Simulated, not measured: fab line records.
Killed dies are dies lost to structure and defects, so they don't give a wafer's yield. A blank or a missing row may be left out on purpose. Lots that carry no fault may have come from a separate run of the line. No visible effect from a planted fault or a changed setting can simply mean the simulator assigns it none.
fab line records    flow n5_finfet
record lots=10  wafers=28  last_day=17
route steps=1938 shown BEOL_M11@1599 BEOL_M12@1602 PASSIVATION@1936
lots that met no fault: from a run of the same line without faults
start_h: hours from the record's opening day to when the first of the lot's shown wafers began    wait_h: hours elapsed since this lot's preceding step    " identical to the entry in the row above    L1.1+2: a single row standing in for several wafers    - no value present, or no start provided    * or withheld: withheld    < > ~ a bound
route shown NAME@n: NAME is a module with steps in the file, n the number in the route of the first one    usual: mean and standard deviation over wafers with no fault    same: alike in all rows    chamber/n: place in a boat    sites: readings site by site    _std_site: standard deviation across them    _edge_site: outer sites' mean less inner sites'    radius_mm: for every site, how far away it sits from the centre of the wafer    mask NAME#n: copy n    behind: the tool/chamber that last shaped the wafer    hold: reason for holding the lot/hours on hold/outcome of the hold    device: the transistor (n, p or np) that didn't switch    end of line: the tests these same wafers got at the end of their route    a step without rows: its recipe alone    killed: at the first sort, the dies lost to defects and structure; wafer yield is something else    map: shows each die of a wafer: x if killed, . if not, _ if none is there
set.NAME: the setting the step ran with; set.NAME@STEP: the setting that earlier step ran with    model.NAME: the simulator's own value behind a step, which no gauge read
route steps across a sampled set of lots; one table per step, one row per wafer
services: from which hour (start_h, from the record's first day; less than 0 if before it) a tool's chamber was out of use, for how many hours, and why
## steps
# step N5_BEOL_M11_DEP_56
# recipe material=SiCN  target_thk_a=300  temp_c=withheld  precursor=3MS/NH3  pressure_torr=3  rf_w=675  time_s=10.5
# usual rf_fwd_power_W=665.0/3  showerhead_plenum_p_Torr=4.153/0.018  throttle_valve_pct=18.1/0.92
lot.wafer  tool      chamber  start_h  wait_h  rf_fwd_power_W  showerhead_plenum_p_Torr  throttle_valve_pct
L437.2     pecvd-01  1        224.83   0.0     668.9           4.140                     18.0
L437.3     "         0        "        "       665.4           4.157                     19.5
L437.4     "         0        "        "       665.5           4.152                     19.7
L439.1     pecvd-01  1        238.84   0.0     666.4           4.144                     18.2
L439.2     "         2        "        "       663.7           4.139                     17.9
L439.5     "         1        "        "       665.9           4.124                     17.9
L440.1     pecvd-01  2        254.72   0.0     663.8           4.148                     18.1
L440.2     "         0        "        "       670.1           4.154                     19.8
L440.3     "         1        "        "       667.1           4.147                     17.9
L442.1     pecvd-03  0        270.74   0.0     667.4           4.134                     18.8
L442.4     "         0        "        "       669.2           4.149                     19.1
L442.6     "         1        "        "       664.3           4.205                     18.7
L444.1     pecvd-04  1        275.95   0.0     664.6           4.175                     18.0
L444.2     "         2        "        "       661.6           4.143                     16.0
L444.3     "         0        "        "       660.5           4.134                     18.5
L446.2     pecvd-04  2        289.06   0.0     661.5           4.152                     16.1
L446.5     "         0        "        "       662.2           4.142                     18.4
L446.6     "         1        "        "       665.9           4.177                     18.3
L447.3     pecvd-03  1        302.42   0.0     662.9           4.187                     18.7
L447.6     "         2        "        "       666.2           4.165                     17.1
L454.2     pecvd-01  1        334.07   0.1     667.5           4.140                     18.1
L454.5     "         1        "        "       669.8           4.148                     18.1
L458.2     pecvd-03  0        357.73   0.0     668.8           4.159                     18.8
L458.3     "         1        "        "       663.2           4.185                     18.8
L458.5     "         1        "        "       663.7           4.196                     18.8
L460.2     pecvd-04  1        368.77   0.0     664.8           4.183                     18.0
L460.3     "         2        "        "       658.7           4.150                     16.5
L460.6     "         1        "        "       663.0           4.183                     18.4
# step N5_BEOL_M11_RS_MEAS_57
# recipe thk_meas_gauge=four-point-probe  reads=Cu_of_BEOL_M11_ECD_50+Co_of_BEOL_M11_CVD_75+TaN_of_BEOL_M11_ALD_74
# usual M11_RS=0.153/0.0033
lot.wafer  tool           chamber  start_h  wait_h  M11_RS[ohm/sq]
L437.2     film_metro-02  -        224.90   0.0     0.148
L437.3     "              -        "        "       0.152
L437.4     "              -        "        "       0.153
L439.1     film_metro-01  -        238.90   0.0     0.149
L439.2     "              -        "        "       0.154
L439.5     "              -        "        "       0.151
L440.1     film_metro-01  -        254.78   0.0     0.154
L440.2     "              -        "        "       0.152
L440.3     "              -        "        "       0.158
L442.1     film_metro-02  -        270.80   0.0     0.153
L442.4     "              -        "        "       0.150
L442.6     "              -        "        "       0.152
L444.1     film_metro-02  -        276.01   0.0     0.153
L444.2     "              -        "        "       0.157
L444.3     "              -        "        "       0.154
L446.2     film_metro-01  -        289.14   0.1     0.153
L446.5     "              -        "        "       0.158
L446.6     "              -        "        "       0.154
L447.3     film_metro-02  -        302.48   0.0     0.158
L447.6     "              -        "        "       0.160
L454.2     film_metro-01  -        334.18   0.1     0.152
L454.5     "              -        "        "       0.156
L458.2     film_metro-02  -        357.79   0.0     0.149
L458.3     "              -        "        "       0.154
L458.5     "              -        "        "       0.149
L460.2     film_metro-02  -        368.83   0.0     0.152
L460.3     "              -        "        "       0.155
L460.6     "              -        "        "       0.149
# step N5_BEOL_M12_ILD_DEP_00
# recipe material=SiOC  target_thk_a=6589.2  temp_c=350  precursor=DEMS/O2  pressure_torr=5  rf_w=500  time_s=130.7
# usual heater_power_w=495/61  rf_fwd_power_W=497.6/1.5  run_length_s=175.2/0.5  showerhead_plenum_p_Torr=5.690/0.017  throttle_valve_pct=11.9/0.66
lot.wafer  tool      chamber  start_h  wait_h  heater_power_w  rf_fwd_power_W  run_length_s  showerhead_plenum_p_Torr  throttle_valve_pct
L437.2     pecvd-03  1        224.96   0.0     514             495.2           174.6         5.710                     12.4
L437.3     "         0        "        "       465             496.9           174.7         5.683                     12.6
L437.4     "         1        "        "       520             496.6           175.5         5.721                     12.6
L439.1     pecvd-02  2        238.97   0.0     424             497.8           175.5         5.668                     11.8
L439.2     "         1        "        "       503             498.9           176.0         5.651                     13.0
L439.5     "         2        "        "       451             497.1           175.1         5.670                     11.6
L440.1     pecvd-04  0        254.85   0.0     475             497.4           175.4         5.671                     12.0
L440.2     "         2        "        "       603             497.3           175.0         5.681                     11.0
L440.3     "         1        "        "       490             495.1           175.0         5.702                     11.9
L442.1     pecvd-04  0        270.86   0.0     412             497.4           176.0         5.672                     11.7
L442.4     "         1        "        "       428             498.7           174.9         5.690                     11.6
L442.6     "         2        "        "       565             495.5           175.1         5.677                     10.7
L444.1     pecvd-03  0        276.09   0.0     469             500.5           174.7         5.689                     12.7
L444.2     "         2        "        "       562             496.6           175.3         5.702                     11.2
L444.3     "         1        "        "       507             497.5           174.7         5.711                     12.3
L446.2     pecvd-04  2        289.20   0.0     537             500.4           175.1         5.699                     10.8
L446.5     "         2        "        "       563             497.6           174.6         5.708                     10.7
L446.6     "         1        "        "       427             497.5           174.8         5.705                     11.7
L447.3     pecvd-02  0        302.59   0.1     412             498.7           174.8         5.691                     11.6
L447.6     "         1        "        "       499             499.6           176.0         5.657                     13.1
L454.2     pecvd-02  2        334.24   0.0     427             500.2           182.3         5.667                     12.0
L454.5     "         0        "        "       504             497.3           181.1         5.700                     11.6
L458.2     pecvd-04  0        357.85   0.0     446             495.2           175.6         5.680                     12.1
L458.3     "         2        "        "       612             496.4           174.7         5.695                     10.9
L458.5     "         1        "        "       426             498.8           174.7         5.704                     12.0
L460.2     pecvd-03  2        368.90   0.0     551             497.2           175.6         5.700                     11.3
L460.3     "         1        "        "       536             495.7           174.5         5.722                     12.6
L460.6     "         2        "        "       584             500.0           175.2         5.699                     11.1
# step N5_BEOL_M12_THK_MEAS_01
# recipe reads=SiOC_of_BEOL_M12_ILD_DEP_00
# usual M12_ILD_THK=659/8.6
lot.wafer  tool           chamber  start_h  wait_h  M12_ILD_THK[nm]
L437.2     film_metro-02  -        225.09   0.1     666
L437.3     "              -        "        "       646
L437.4     "              -        "        "       667
L439.1     film_metro-02  -        239.10   0.1     654
L439.2     "              -        "        "       648
L439.5     "              -        "        "       662
L440.1     film_metro-01  -        254.98   0.1     667
L440.2     "              -        "        "       674
L440.3     "              -        "        "       655
L442.1     film_metro-02  -        271.00   0.1     651
L442.4     "              -        "        "       659
L442.6     "              -        "        "       674
L444.1     film_metro-01  -        276.22   0.1     641
L444.2     "              -        "        "       658
L444.3     "              -        "        "       664
L446.2     film_metro-01  -        289.33   0.1     654
L446.5     "              -        "        "       669
L446.6     "              -        "        "       660
L447.3     film_metro-01  -        302.72   0.1     667
L447.6     "              -        "        "       658
L454.2     film_metro-02  -        334.37   0.1     676
L454.5     "              -        "        "       699
L458.2     film_metro-01  -        357.98   0.1     655
L458.3     "              -        "        "       665
L458.5     "              -        "        "       658
L460.2     film_metro-01  -        369.03   0.1     645
L460.3     "              -        "        "       650
L460.6     "              -        "        "       655
# step N5_BEOL_M12_OVL_MEAS_11
# recipe points_per_wafer=44
# usual V11_OVL=-5/4.7
lot.wafer  tool        chamber  start_h  wait_h  V11_OVL[nm]
L437.2     overlay-02  0        225.43   0.0     -5
L437.3     "           0        "        "       -4
L437.4     "           0        "        "       -4
L439.1     overlay-01  0        239.56   0.0     -8
L439.2     "           0        "        "       -9
L439.5     "           0        "        "       -4
L440.1     overlay-01  0        255.31   0.0     -4
L440.2     "           0        "        "       -9
L440.3     "           0        "        "       -4
L442.1     overlay-02  0        271.33   0.0     -5
L442.4     "           0        "        "       0
L442.6     "           0        "        "       -4
L444.1     overlay-02  0        276.68   0.0     -7
L444.2     "           0        "        "       -2
L444.3     "           0        "        "       -3
L446.2     overlay-01  0        289.66   0.0     -5
L446.5     "           0        "        "       -6
L446.6     "           0        "        "       -12
L447.3     overlay-01  0        303.06   0.0     -9
L447.6     "           0        "        "       -11
L454.2     overlay-01  0        334.83   0.0     -1
L454.5     "           0        "        "       -9
L458.2     overlay-02  0        358.32   0.0     -7
L458.3     "           0        "        "       -5
L458.5     "           0        "        "       -3
L460.2     overlay-01  0        369.36   0.0     -12
L460.3     "           0        "        "       -8
L460.6     "           0        "        "       -5
# step N5_BEOL_M12_STRIP_63
# recipe chemistry=N2/H2  power_w=1000  temp_c=250  h2_frac=0.65  overash_fraction=0.3  pressure_mtorr=1000  n2_flow_sccm=1750  h2_flow_sccm=3250
# usual chamber_pressure_mTorr=999.9/0.84  drypump_motor_current_A=5.76/0.1  heater_power_w=299/13  oes_product_au=0.693/0.0049  strip_time_to_endpoint_s=42.6/0.89  temp_c=249.99/0.17
lot.wafer  tool             chamber  start_h  wait_h  chamber_pressure_mTorr  drypump_motor_current_A  heater_power_w  oes_product_au  rf_hours_counter_h  strip_time_to_endpoint_s  temp_c
L437.2     plasma_asher-01  0        225.82   -       1000.9                  5.83                     305             0.701           64                  40.4                      249.91
L437.3     "                1        "        "       1000.1                  5.65                     297             0.697           -                   42.5                      250.15
L437.4     "                0        "        "       998.8                   5.80                     305             0.695           -                   41.4                      250.16
L439.1     plasma_asher-01  0        239.90   -       998.0                   5.79                     304             0.693           69                  42.8                      250.05
L439.2     "                1        "        "       999.4                   5.68                     301             0.695           69                  44.0                      249.93
L439.5     "                1        "        "       1001.1                  5.66                     306             0.702           -                   42.4                      249.80
L440.1     plasma_asher-01  1        255.88   -       999.8                   5.64                     303             0.684           72                  41.1                      249.89
L440.2     "                0        "        "       1000.1                  5.79                     306             0.691           72                  41.9                      250.10
L440.3     "                0        "        "       999.3                   5.81                     309             0.695           -                   42.5                      250.09
L442.1     plasma_asher-01  0        271.67   -       999.3                   5.80                     314             0.694           74                  43.1                      249.92
L442.4     "                0        "        "       998.0                   5.82                     303             0.701           -                   42.2                      249.83
L442.6     "                0        "        "       998.5                   5.81                     310             0.689           -                   41.3                      250.13
L444.1     plasma_asher-02  0        277.02   -       998.8                   5.66                     275             0.687           127                 43.3                      250.06
L444.2     "                1        "        "       999.7                   5.91                     301             0.702           127                 42.7                      249.95
L444.3     "                0        "        "       998.9                   5.65                     276             0.686           -                   42.1                      249.99
L446.2     plasma_asher-02  1        290.08   -       999.5                   5.93                     310             0.688           130                 43.3                      249.97
L446.5     "                1        "        "       1000.8                  5.93                     302             0.689           -                   41.9                      249.92
L446.6     "                0        "        "       999.6                   5.66                     271             0.695           -                   43.1                      250.08
L447.3     plasma_asher-02  0        303.58   -       999.6                   5.67                     275             0.696           -                   42.2                      249.79
L447.6     "                0        "        "       1000.6                  5.66                     280             0.694           -                   42.7                      249.92
L454.2     plasma_asher-02  1        335.17   -       999.2                   5.90                     302             0.690           142                 40.6                      250.05
L454.5     "                0        "        "       999.4                   5.69                     279             0.687           -                   39.2                      250.23
L458.2     plasma_asher-01  1        358.86   -       1000.0                  5.68                     313             0.693           89                  42.8                      249.80
L458.3     "                0        "        "       998.7                   5.83                     312             0.691           -                   43.0                      249.82
L458.5     "                1        "        "       1000.4                  5.66                     309             0.691           -                   42.5                      249.64
L460.2     plasma_asher-02  0        369.74   -       999.1                   5.66                     272             0.689           149                 43.7                      249.87
L460.3     "                1        "        "       1000.2                  5.91                     311             0.701           -                   43.7                      250.35
L460.6     "                0        "        "       1000.2                  5.66                     269             0.695           -                   42.6                      250.08
# step N5_PASSIVATION_PROBE_49
# usual defect_limited_yield=91.0/1.3  killed_at_M0_to_M3=36/9.5  killed_at_M4_up=14/5.6  killed_at_contacts=12/6.4  killed_at_front_end=40/10  killed_at_other=3.2/3  killed_dies=107/15  killed_open=69/12  killed_short=35/7.7  sort_bin_5_function=5.3/0.91  sort_bin_6_memory=3.3/0.65  sort_n_pass=1073/15  sort_yield_pct=91.0/1.3
# same gross_dies=1180  killed_at_back_side=0  sort_bin_4_leakage[%]=0  sort_bin_8_speed[%]=0
lot.wafer  tool       chamber  start_h  wait_h  defect_limited_yield[%]  killed_at_M0_to_M3  killed_at_M4_up  killed_at_contacts  killed_at_front_end  killed_at_other  killed_dies  killed_open  killed_short  sort_bin_5_function[%]  sort_bin_6_memory[%]  sort_n_pass  sort_yield_pct[%]
L447.3     prober-01  -        346.37   0.1     92.0                     22                  19               10                  38                   5                94           60           30            4.7                     2.6                   1086         92.0
L447.6     prober-01  -        346.52   0.3     91.2                     25                  13               15                  45                   6                104          68           32            4.8                     3.6                   1076         91.2
L454.2     prober-02  -        381.78   0.1     90.3                     33                  20               5                   54                   2                114          75           36            6.1                     3.1                   1066         90.3
L454.5     prober-02  -        381.93   0.2     90.6                     40                  6                13                  50                   2                111          73           27            6.1                     2.5                   1069         90.6
# killed by level:class
L447.3 BEOL_M4:geometric_particle:open=9 MOL_CONTACT_COAG:geometric_particle:open=7 BEOL_M0_SAQP:geometric_particle:open=7 FIN_SAQP:geometric_particle:short=6 STI_FIN_REVEAL:geometric_particle:open=5 FIN_SAQP:geometric_particle:open=4 GATE_CUT:geometric_particle:short=4 BEOL_M0_SAQP:geometric_particle:short=4
L447.6 MOL_CONTACT_COAG:geometric_particle:open=13 STI_FIN_REVEAL:geometric_particle:open=10 BEOL_M1:geometric_particle:open=8 FIN_SAQP:geometric_particle:open=5 FIN_SAQP:geometric_particle:short=5 BEOL_M0_SAQP:geometric_particle:short=5 GATE_CUT:geometric_particle:short=5 BEOL_M2:geometric_particle:open=5
L454.2 BEOL_M1:geometric_particle:open=12 BEOL_M4:geometric_particle:open=12 STI_FIN_REVEAL:geometric_particle:open=11 FIN_SAQP:geometric_particle:short=9 BEOL_M2:geometric_particle:open=7 STARTING-WAFER:geometric_particle:open=7 FIN_SAQP:geometric_particle:open=6 DUMMY_GATE:geometric_particle:open=5
L454.5 STI_FIN_REVEAL:geometric_particle:open=11 BEOL_M1:geometric_particle:open=11 DUMMY_GATE:geometric_particle:open=7 MOL_CONTACT_COAG:geometric_particle:open=7 BEOL_M3:geometric_particle:open=7 HKMG_FIN:area_etch=7 BEOL_M2:geometric_particle:open=6 FIN_SAQP:geometric_particle:short=5
## services
tool             chamber  start_h  hours  kind
pecvd-04         2        202.40   -      clean
pecvd-04         2        202.40   -      consumable_replace:showerhead
pecvd-04         2        202.40   29.0   scheduled_down
pecvd-04         2        202.40   29.0   vent_cycle
pecvd-01         0        212.78   2.1    scheduled_down
pecvd-03         0        215.13   5.5    scheduled_down
plasma_asher-02  -        224.38   9.2    repair
pecvd-02         -        226.68   1.2    repair
pecvd-04         -        229.27   2.6    repair
pecvd-04         1        255.80   14.1   repair
pecvd-02         2        299.65   5.5    scheduled_down
pecvd-03         0        300.29   4.7    repair
pecvd-02         1        305.11   2.1    scheduled_down
pecvd-02         -        307.51   5.5    pm
plasma_asher-01  -        311.70   14.6   pm
pecvd-03         1        319.50   25.3   repair
pecvd-01         2        326.11   -      calibration
plasma_asher-01  -        332.48   1.1    repair
pecvd-02         -        337.70   3.3    repair
plasma_asher-01  -        340.89   1.4    repair
pecvd-01         0        351.26   5.5    scheduled_down
pecvd-04         0        353.65   2.1    scheduled_down
pecvd-01         1        356.72   2.1    scheduled_down
## key
first_sign step=N5_BEOL_M12_ILD_DEP_00  reading=run_length_s  direction=up  sigmas=13  usual=*  struck=*
effect step=N5_BEOL_M12_THK_MEAS_01  reading=M12_ILD_THK  direction=up  sigmas=3.3  usual=659  struck=688
effect step=N5_BEOL_M12_STRIP_63  reading=strip_time_to_endpoint_s  direction=down  sigmas=3  usual=*  struck=*
met_at N5_BEOL_M12_ILD_DEP_00
struck_lots L454
struck_wafers L454.2,L454.5
not_acting_at N5_BEOL_M11_DEP_56,N5_BEOL_M11_RS_MEAS_57,N5_BEOL_M12_OVL_MEAS_11
onset_between 302.59 334.24
fault kind=process_parameter_drift  tool=pecvd-02  chamber=-  onset_h=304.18  steps=N5_BEOL_M12_ILD_DEP_00  channel=time_s  offset=*  shape=step  end_h=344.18  scope=struck_wafers_only  acts_in=*  stated=*
